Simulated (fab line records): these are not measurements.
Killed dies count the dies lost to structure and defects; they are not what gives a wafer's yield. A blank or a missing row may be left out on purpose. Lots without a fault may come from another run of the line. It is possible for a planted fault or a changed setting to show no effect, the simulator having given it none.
Chamber matching | flow n5-finfet | rie-diel-04 running N5_BEOL_M3_DESCUM_33: 4 sister chambers
The step chemistry O2, time 7 s. 4 wafers are shown with their chamber, then 8 later ones without.

WAFERS WITH THEIR CHAMBER
wafer  | chamber | showerhead-plenum-p-Torr (Torr)
L080.3 | 0       | 2.22
L082.1 | 3       | 2.09
L082.3 | 2       | 2.08
L086.1 | 1       | 2.09

WAFERS WITHOUT THEIR CHAMBER
wafer  | showerhead-plenum-p-Torr (Torr)
L086.2 | 2.22
L086.6 | 2.22
L091.1 | 2.21
L091.2 | 2.09
L091.4 | 2.08
L094.1 | 2.09
L094.3 | 2.07
L094.4 | 2.07

EACH ONE'S CHAMBER
wafer  | from the rows above          | in truth
L086.2 | 0                            | 0
L086.6 | 0                            | 0
L091.1 | 0                            | 0
L091.2 | can't be placed: 1 or 3 or 2 | 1
L091.4 | can't be placed: 2 or 1 or 3 | 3
L094.1 | can't be placed: 1 or 3 or 2 | 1
L094.3 | can't be placed: 2 or 1 or 3 | 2
L094.4 | can't be placed: 2 or 1 or 3 | 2
Correctly placed: 3 of 8. From these rows, 5 cannot be placed; in 5 the true chamber is one of the candidates. Placed wrongly: 0.
How it was worked out, from the rows above alone: a wafer's distance from a chamber is the root of the sum, over the readings, of the square of ((its reading less the chamber's mean) divided by the reading's scatter). If the next closest chamber is less than 2 further off than the closest, the wafer can't be placed; otherwise it belongs to the closest. Each chamber's mean is taken over the wafers shown for it. The scatter (one wafer shown for each chamber): square how far every hidden wafer sits from the nearest shown wafer, average those squares and take the square root.
